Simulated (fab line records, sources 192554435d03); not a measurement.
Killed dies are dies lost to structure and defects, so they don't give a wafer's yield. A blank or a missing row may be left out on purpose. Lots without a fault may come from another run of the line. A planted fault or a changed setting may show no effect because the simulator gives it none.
Which tool did it? | flow n5_finfet | 24 lots, 72 wafers sampled, at 6 steps of a route of 1938

WHAT THE GAUGES READ, wafer by wafer
The record holds no reading of a measuring or inspecting step that can be judged against a usual standard deviation.

WHICH TOOL RAN EACH LOT (tool, then ch and the chambers of the sampled wafers, then the start)
lot  | N5_BEOL_M5_CURE_80            | N5_BEOL_M5_SPUTTER_81        | N5_BEOL_M5_CMP_52             | N5_BEOL_M5_PRE_CLEAN_77          | N5_BEOL_M5_DEP_56               | N5_BEOL_M6_ETCH_61
L074 | uv_cure-02 ch 1, day 7 17:49  | pvd_sputter-03, day 7 20:06  | cmp-02 ch 0,1,3, day 7 23:54  | cvd_co-02 ch 1,2, day 8 00:12    | pecvd-02 ch 0,2, day 8 00:21    | rie_diel-03 ch 0,1,2, day 8 02:32
L075 | uv_cure-01 ch 0, day 8 08:29  | pvd_sputter-01, day 9 03:44  | cmp-04 ch 0,2,3, day 9 07:35  | cvd_co-02 ch 0,1, day 9 07:50    | pecvd-02 ch 0,1, day 9 07:59    | rie_diel-01 ch 1,2,3, day 9 09:38
L077 | uv_cure-03 ch 2, day 8 10:38  | pvd_sputter-03, day 8 12:50  | cmp-04 ch 1,2, day 8 16:38    | cvd_co-02 ch 0,1, day 8 16:56    | pecvd-01 ch 0,1,2, day 8 17:06  | rie_diel-03 ch 2,3, day 8 18:27
L078 | uv_cure-03 ch 2, day 9 02:24  | pvd_sputter-03, day 9 04:22  | cmp-02 ch 0,1,3, day 9 08:08  | cvd_co-02 ch 0,1,2, day 9 08:57  | pecvd-02 ch 0,1,2, day 9 09:06  | rie_diel-03 ch 0,1,2, day 9 11:52
L076 | uv_cure-03 ch 0, day 9 07:26  | pvd_sputter-03, day 9 09:39  | cmp-03 ch 1,2, day 9 13:37    | cvd_co-02 ch 0,1, day 9 13:56    | pecvd-03 ch 0,1,2, day 9 14:06  | rie_diel-03 ch 1,2, day 9 16:32
L080 | uv_cure-01 ch 1, day 9 16:10  | pvd_sputter-03, day 9 18:41  | cmp-03 ch 0,2,3, day 9 22:27  | cvd_co-01 ch 0,1,2, day 9 22:47  | pecvd-02 ch 0,2, day 9 22:56    | rie_diel-04 ch 1,3, day 10 02:10
L079 | uv_cure-03 ch 0, day 9 19:28  | pvd_sputter-03, day 9 23:17  | cmp-04 ch 0,2,3, day 10 03:15 | cvd_co-02 ch 0,2, day 10 03:31   | pecvd-02 ch 0,1,2, day 10 03:40 | rie_diel-03 ch 1,2, day 10 06:04
L081 | uv_cure-02 ch 2, day 10 14:33 | pvd_sputter-03, day 10 18:07 | cmp-03 ch 2,3, day 10 21:52   | cvd_co-01 ch 0,1,2, day 10 22:12 | pecvd-01 ch 1,2, day 10 22:22   | rie_diel-01 ch 0,3, day 11 01:32
L083 | uv_cure-02 ch 2, day 10 20:27 | pvd_sputter-02, day 10 22:51 | cmp-03 ch 1,2, day 11 02:37   | cvd_co-02 ch 0,1,2, day 11 03:00 | pecvd-03 ch 0,1, day 11 03:10   | rie_diel-04 ch 2,3, day 11 07:31
L084 | uv_cure-03 ch 0, day 10 20:40 | pvd_sputter-03, day 10 22:52 | cmp-02 ch 0,3, day 11 02:37   | cvd_co-01 ch 0,2, day 11 03:00   | pecvd-01 ch 1,2, day 11 03:10   | rie_diel-04 ch 1,3, day 11 07:46
L085 | uv_cure-03 ch 1, day 11 01:01 | pvd_sputter-01, day 11 03:29 | cmp-04 ch 2,3, day 11 07:15   | cvd_co-01 ch 0,1,2, day 11 07:35 | pecvd-02 ch 0,2, day 11 07:44   | rie_diel-04 ch 1,2, day 11 11:08
L082 | uv_cure-01 ch 1, day 11 01:30 | pvd_sputter-03, day 11 03:30 | cmp-02 ch 1,2,3, day 11 07:25 | cvd_co-01 ch 0,1,2, day 11 07:44 | pecvd-03 ch 1,2, day 11 07:54   | rie_diel-03 ch 1,2,3, day 11 10:50
L086 | uv_cure-02 ch 1, day 11 12:38 | pvd_sputter-03, day 11 14:40 | cmp-02 ch 0,1,2, day 11 18:28 | cvd_co-01 ch 0,2, day 11 18:46   | pecvd-01 ch 0,1, day 11 18:55   | rie_diel-04 ch 1,2,3, day 11 22:10
L088 | uv_cure-02 ch 1, day 11 19:02 | pvd_sputter-01, day 11 21:31 | cmp-04 ch 1,2,3, day 12 01:25 | cvd_co-01 ch 0,1, day 12 01:42   | pecvd-02 ch 1,2, day 12 01:52   | rie_diel-01 ch 1,3, day 12 06:29
L087 | uv_cure-02 ch 1, day 11 19:35 | pvd_sputter-03, day 11 22:16 | cmp-02 ch 0,1,2, day 12 02:10 | cvd_co-01 ch 0,1, day 12 02:27   | pecvd-01 ch 0,2, day 12 02:37   | rie_diel-01 ch 0,2,3, day 12 06:44
L089 | uv_cure-02 ch 1, day 12 00:44 | pvd_sputter-02, day 12 03:05 | cmp-02 ch 1,2,3, day 12 06:54 | cvd_co-01 ch 0,1, day 12 07:13   | pecvd-02 ch 0,2, day 12 07:22   | rie_diel-01 ch 1,2,3, day 12 09:46
L090 | uv_cure-03 ch 0, day 12 09:35 | pvd_sputter-01, day 12 11:59 | cmp-02 ch 1,2,3, day 12 15:47 | cvd_co-01 ch 0,1,2, day 12 16:05 | pecvd-03 ch 0,1,2, day 12 16:14 | rie_diel-03 ch 1,2,3, day 12 18:35
L092 | uv_cure-01 ch 1, day 12 21:25 | pvd_sputter-03, day 12 23:46 | cmp-03 ch 0,1,3, day 13 03:59 | cvd_co-02 ch 0,1,2, day 13 04:19 | pecvd-03 ch 0,1,2, day 13 04:28 | rie_diel-04 ch 1,3, day 13 06:14
L091 | uv_cure-01 ch 1, day 13 00:48 | pvd_sputter-01, day 13 03:06 | cmp-02 ch 0,2, day 13 06:52   | cvd_co-01 ch 0,1, day 13 07:11   | pecvd-02 ch 0,1, day 13 07:21   | rie_diel-01 ch 2,3, day 13 11:21
L093 | uv_cure-01 ch 2, day 13 04:22 | pvd_sputter-03, day 13 07:13 | cmp-02 ch 1,2,3, day 13 11:00 | cvd_co-02 ch 0,1,2, day 13 11:18 | pecvd-02 ch 1,2, day 13 11:27   | rie_diel-04 ch 0,1, day 13 14:38
L094 | uv_cure-02 ch 2, day 13 04:23 | pvd_sputter-02, day 13 07:17 | cmp-03 ch 1,3, day 13 11:05   | cvd_co-02 ch 1,2, day 13 11:25   | pecvd-01 ch 0,1,2, day 13 11:34 | rie_diel-03 ch 1,2, day 13 14:47
L095 | uv_cure-01 ch 2, day 13 17:34 | pvd_sputter-02, day 13 19:42 | cmp-02 ch 1,2,3, day 13 23:47 | cvd_co-01 ch 1,2, day 14 00:03   | pecvd-02 ch 0,1, day 14 00:13   | rie_diel-01 ch 0,2,3, day 14 03:45
L096 | uv_cure-02 ch 2, day 13 21:24 | pvd_sputter-01, day 13 23:37 | cmp-03 ch 1,3, day 14 03:25   | cvd_co-01 ch 0,1,2, day 14 03:43 | pecvd-02 ch 1,2, day 14 03:52   | rie_diel-04 ch 0,1,3, day 14 05:28
L097 | uv_cure-01 ch 2, day 14 00:53 | pvd_sputter-02, day 14 03:11 | cmp-02 ch 0,1,2, day 14 06:57 | cvd_co-02 ch 0,2, day 14 07:17   | pecvd-02 ch 0,1, day 14 07:26   | rie_diel-01 ch 1,2,3, day 14 10:10
- N5_BEOL_M5_CURE_80: cures SiCOH lowk, time 120 s.
- N5_BEOL_M5_SPUTTER_81: material Cu, target thk 15 nm, time 27.62 s.
- N5_BEOL_M5_CMP_52: polishes, stops on SiCOH lowk, t overpolish 6.9 s, target thk 62 nm.
- N5_BEOL_M5_PRE_CLEAN_77: time 15 s.
- N5_BEOL_M5_DEP_56: deposits SiCN from 3MS/NH3, target thk 8 nm, time 14 s.
- N5_BEOL_M6_ETCH_61: etches SiARC in CF4, target depth 45.5 nm, time 75.8 s.

WHAT THE TOOLS THEMSELVES READ (means of the sampled wafers that have a number; where no wafer has one, the mark that the record gives instead)
N5_BEOL_M5_CURE_80.
lot  | tool       | lamp_power_pct (%) | wafer_temp_C_max
L074 | uv_cure-02 | 52.30              | 372.2
L075 | uv_cure-01 | 52.34              | 371.1
L077 | uv_cure-03 | 52.31              | 372.2
L078 | uv_cure-03 | 52.30              | 372.1
L076 | uv_cure-03 | 52.31              | 371.2
L080 | uv_cure-01 | 52.34              | 370.9
L079 | uv_cure-03 | 52.36              | 371.1
L081 | uv_cure-02 | 52.34              | 371.7
L083 | uv_cure-02 | 52.29              | 371.8
L084 | uv_cure-03 | 52.33              | 371.3
L085 | uv_cure-03 | 52.27              | 372.0
L082 | uv_cure-01 | 52.29              | 371.0
L086 | uv_cure-02 | 52.30              | 372.5
L088 | uv_cure-02 | 52.33              | 372.5
L087 | uv_cure-02 | 52.32              | 372.7
L089 | uv_cure-02 | 52.29              | 372.3
L090 | uv_cure-03 | 52.32              | 371.0
L092 | uv_cure-01 | 52.31              | 371.2
L091 | uv_cure-01 | 52.24              | 370.7
L093 | uv_cure-01 | 52.28              | 370.9
L094 | uv_cure-02 | 52.31              | 371.8
L095 | uv_cure-01 | 52.34              | 371.7
L096 | uv_cure-02 | 52.29              | 371.5
L097 | uv_cure-01 | 52.34              | 371.2

N5_BEOL_M5_SPUTTER_81.
lot  | tool           | throttle_valve_pct (%)
L074 | pvd_sputter-03 | 29.0
L075 | pvd_sputter-01 | 29.7
L077 | pvd_sputter-03 | 30.0
L078 | pvd_sputter-03 | 29.7
L076 | pvd_sputter-03 | 28.4
L080 | pvd_sputter-03 | 28.6
L079 | pvd_sputter-03 | 29.0
L081 | pvd_sputter-03 | 30.3
L083 | pvd_sputter-02 | 29.2
L084 | pvd_sputter-03 | 29.7
L085 | pvd_sputter-01 | 29.9
L082 | pvd_sputter-03 | 30.1
L086 | pvd_sputter-03 | 29.6
L088 | pvd_sputter-01 | 30.1
L087 | pvd_sputter-03 | 28.9
L089 | pvd_sputter-02 | 29.2
L090 | pvd_sputter-01 | 30.0
L092 | pvd_sputter-03 | 30.2
L091 | pvd_sputter-01 | 30.6
L093 | pvd_sputter-03 | 29.2
L094 | pvd_sputter-02 | 29.1
L095 | pvd_sputter-02 | 29.8
L096 | pvd_sputter-01 | 30.9
L097 | pvd_sputter-02 | 29.7

N5_BEOL_M5_CMP_52.
lot  | tool   | barrier_field_endpoint_s (s) | head_pressure_psi (psi) | motor_current_A (A) | overpolish_run_s (s) | platen_rpm (rpm) | retaining_ring_pressure_frac | slurry_flow_ml_min | time_to_endpoint_s (s)
L074 | cmp-02 | 24.2                         | 1.0019                  | 6.4                 | 6.898                | 50.00            | 0.993                        | 150.2              | 61.0
L075 | cmp-04 | 24.5                         | 0.9993                  | 5.7                 | 6.906                | 50.00            | 1.005                        | 149.6              | 62.7
L077 | cmp-04 | 24.6                         | 1.0009                  | 6.8                 | 6.895                | 50.00            | 1.000                        | 149.8              | 62.6
L078 | cmp-02 | 24.1                         | 1.0013                  | 6.3                 | 6.906                | 49.99            | 1.000                        | 150.1              | 63.7
L076 | cmp-03 | 24.0                         | 1.0004                  | 5.2                 | 6.904                | 50.01            | 1.001                        | 149.5              | 63.1
L080 | cmp-03 | 24.5                         | 1.0002                  | 6.3                 | 6.904                | 50.04            | 0.998                        | 150.1              | 61.7
L079 | cmp-04 | 25.1                         | 1.0017                  | 5.7                 | 6.901                | 49.99            | 0.996                        | 150.2              | 63.2
L081 | cmp-03 | 24.8                         | 1.0000                  | 5.8                 | 6.899                | 49.95            | 1.001                        | 150.3              | 64.1
L083 | cmp-03 | 24.5                         | 1.0007                  | 5.3                 | 6.900                | 49.98            | 0.994                        | 150.4              | 64.7
L084 | cmp-02 | 24.4                         | 1.0022                  | 6.3                 | 6.904                | 49.98            | 0.996                        | 149.7              | 60.9
L085 | cmp-04 | 25.3                         | 0.9997                  | 5.9                 | 6.903                | 49.96            | 0.997                        | 150.3              | 63.6
L082 | cmp-02 | 24.9                         | 1.0012                  | 6.2                 | 6.903                | 50.02            | 1.001                        | 149.6              | 63.0
L086 | cmp-02 | 24.9                         | 1.0012                  | 5.8                 | 6.897                | 49.97            | 0.997                        | 150.2              | 61.6
L088 | cmp-04 | 25.6                         | 0.9995                  | 6.4                 | 6.884                | 50.00            | 0.996                        | 150.3              | 65.3
L087 | cmp-02 | 24.4                         | 0.9999                  | 5.7                 | 6.901                | 49.96            | 0.995                        | 150.0              | 64.0
L089 | cmp-02 | 24.6                         | 0.9997                  | 6.1                 | 6.895                | 50.01            | 1.001                        | 150.0              | 65.7
L090 | cmp-02 | 24.3                         | 0.9981                  | 6.2                 | 6.898                | 50.01            | 0.998                        | 149.5              | 65.1
L092 | cmp-03 | 24.4                         | 1.0011                  | 6.1                 | 6.900                | 49.98            | 1.000                        | 149.8              | 60.4
L091 | cmp-02 | 24.6                         | 1.0009                  | 5.7                 | 6.899                | 50.00            | 0.999                        | 149.9              | 60.3
L093 | cmp-02 | 24.8                         | 1.0024                  | 6.4                 | 6.901                | 50.01            | 1.000                        | 150.1              | 60.8
L094 | cmp-03 | 24.1                         | 1.0034                  | 5.6                 | 6.900                | 50.01            | 1.004                        | 149.8              | 60.1
L095 | cmp-02 | 24.4                         | 1.0003                  | 6.4                 | 6.894                | 50.01            | 1.002                        | 149.8              | 60.2
L096 | cmp-03 | 24.0                         | 0.9991                  | 6.2                 | 6.901                | 50.01            | 1.001                        | 149.6              | 59.6
L097 | cmp-02 | 24.6                         | 1.0003                  | 5.6                 | 6.908                | 49.99            | 1.001                        | 149.6              | 63.0

N5_BEOL_M5_PRE_CLEAN_77.
lot  | tool      | heater_power_w (W)
L074 | cvd_co-02 | 62
L075 | cvd_co-02 | 82
L077 | cvd_co-02 | 66
L078 | cvd_co-02 | 77
L076 | cvd_co-02 | 82
L080 | cvd_co-01 | 63
L079 | cvd_co-02 | 93
L081 | cvd_co-01 | 63
L083 | cvd_co-02 | 78
L084 | cvd_co-01 | 60
L085 | cvd_co-01 | 63
L082 | cvd_co-01 | 64
L086 | cvd_co-01 | 60
L088 | cvd_co-01 | 71
L087 | cvd_co-01 | 74
L089 | cvd_co-01 | 71
L090 | cvd_co-01 | 63
L092 | cvd_co-02 | 77
L091 | cvd_co-01 | 73
L093 | cvd_co-02 | 78
L094 | cvd_co-02 | 63
L095 | cvd_co-01 | 67
L096 | cvd_co-01 | 65
L097 | cvd_co-02 | 92

N5_BEOL_M5_DEP_56.
lot  | tool     | showerhead_plenum_p_Torr (Torr) | throttle_valve_pct (%)
L074 | pecvd-02 | 3.660                           | 8.7
L075 | pecvd-02 | 3.659                           | 9.3
L077 | pecvd-01 | 3.670                           | 9.1
L078 | pecvd-02 | 3.663                           | 9.0
L076 | pecvd-03 | 3.648                           | 8.8
L080 | pecvd-02 | 3.643                           | 9.1
L079 | pecvd-02 | 3.662                           | 9.0
L081 | pecvd-01 | 3.675                           | 9.1
L083 | pecvd-03 | 3.664                           | 8.7
L084 | pecvd-01 | 3.669                           | 9.1
L085 | pecvd-02 | 3.664                           | 8.8
L082 | pecvd-03 | 3.657                           | 8.7
L086 | pecvd-01 | 3.667                           | 9.1
L088 | pecvd-02 | 3.671                           | 9.1
L087 | pecvd-01 | 3.668                           | 9.1
L089 | pecvd-02 | 3.648                           | 9.3
L090 | pecvd-03 | 3.655                           | 9.0
L092 | pecvd-03 | 3.653                           | 8.9
L091 | pecvd-02 | 3.663                           | 9.4
L093 | pecvd-02 | 3.672                           | 9.1
L094 | pecvd-01 | 3.676                           | 9.2
L095 | pecvd-02 | 3.653                           | 9.5
L096 | pecvd-02 | 3.670                           | 8.5
L097 | pecvd-02 | 3.651                           | 9.5

N5_BEOL_M6_ETCH_61.
lot  | tool        | drypump_motor_current_A (A) | etch_rf_on_time_s (s) | oes_product_au (a.u.) | rf_vpp_V (V) | showerhead_plenum_p_Torr (Torr) | throttle_valve_pct (%)
L074 | rie_diel-03 | 5.8                         | 77.8                  | 0.58                  | 183.5        | 2.15                            | 15.79
L075 | rie_diel-01 | 6.2                         | 75.7                  | 0.65                  | 184.4        | 2.15                            | 15.69
L077 | rie_diel-03 | 6.1                         | 77.3                  | 0.59                  | 183.6        | 2.11                            | 15.77
L078 | rie_diel-03 | 5.8                         | 75.7                  | 0.68                  | 183.5        | 2.14                            | 15.65
L076 | rie_diel-03 | 5.9                         | 75.4                  | 0.76                  | 183.3        | 2.11                            | 15.61
L080 | rie_diel-04 | 5.9                         | 75.0                  | 0.75                  | 184.7        | 2.15                            | 15.48
L079 | rie_diel-03 | 5.9                         | 76.2                  | 0.74                  | 183.6        | 2.11                            | 15.61
L081 | rie_diel-01 | 6.4                         | 75.4                  | 0.71                  | 184.8        | 2.23                            | 15.69
L083 | rie_diel-04 | 5.5                         | 75.2                  | 0.66                  | 183.3        | 2.11                            | 15.74
L084 | rie_diel-04 | 5.9                         | 75.1                  | 0.73                  | 183.5        | 2.14                            | 15.52
L085 | rie_diel-04 | 5.5                         | 76.3                  | 0.63                  | 183.9        | 2.19                            | 15.92
L082 | rie_diel-03 | 6.0                         | 76.7                  | 0.73                  | 183.7        | 2.11                            | 15.55
L086 | rie_diel-04 | 5.6                         | 75.1                  | 0.67                  | 185.0        | 2.15                            | 15.74
L088 | rie_diel-01 | 6.4                         | 75.5                  | 0.63                  | 184.6        | 2.13                            | 15.87
L087 | rie_diel-01 | 6.1                         | 75.4                  | 0.68                  | 184.7        | 2.19                            | 15.66
L089 | rie_diel-01 | 6.2                         | 75.2                  | 0.64                  | 184.0        | 2.14                            | 15.74
L090 | rie_diel-03 | 6.0                         | 75.4                  | 0.72                  | 184.3        | 2.10                            | 15.58
L092 | rie_diel-04 | 5.8                         | 76.5                  | 0.66                  | 184.2        | 2.17                            | 15.73
L091 | rie_diel-01 | 5.9                         | 78.0                  | 0.63                  | 184.8        | 2.14                            | 15.63
L093 | rie_diel-04 | 5.6                         | 75.9                  | 0.68                  | 184.6        | 2.17                            | 15.70
L094 | rie_diel-03 | 5.9                         | 76.2                  | 0.70                  | 183.7        | 2.10                            | 15.65
L095 | rie_diel-01 | 6.1                         | 75.7                  | 0.66                  | 184.2        | 2.18                            | 15.70
L096 | rie_diel-04 | 5.7                         | 76.6                  | 0.71                  | 184.2        | 2.13                            | 15.52
L097 | rie_diel-01 | 6.2                         | 75.8                  | 0.63                  | 184.7        | 2.13                            | 15.78

THE ANSWER, worked out from the rows above alone
Rule: what is usual is taken from the lots themselves. Put in order of their means at a reading, lots are off if they are a third of the lots or fewer, leave a main group of 4 or more, and stand apart from it by a gap of 3 or more times the standard deviation of the main group's means; of several such gaps the widest counts. A main group whose means are all the same, to the digits that the tables above print for the reading, isn't used. A lot without any number at a reading at which 4 lots or more have one is off too. The other lots that the step has rows for count as sound. The gauges are gone through in route order, then the tools' own readings, and for those a lot's mean is taken as printed above. The first step at which some lot is off is used, and at that step the reading that is off furthest; a lot without a number counts as furthest.
No lot is off at any reading shown: from this, nothing can be told.

WHAT THE SIMULATOR HAD PUT IN
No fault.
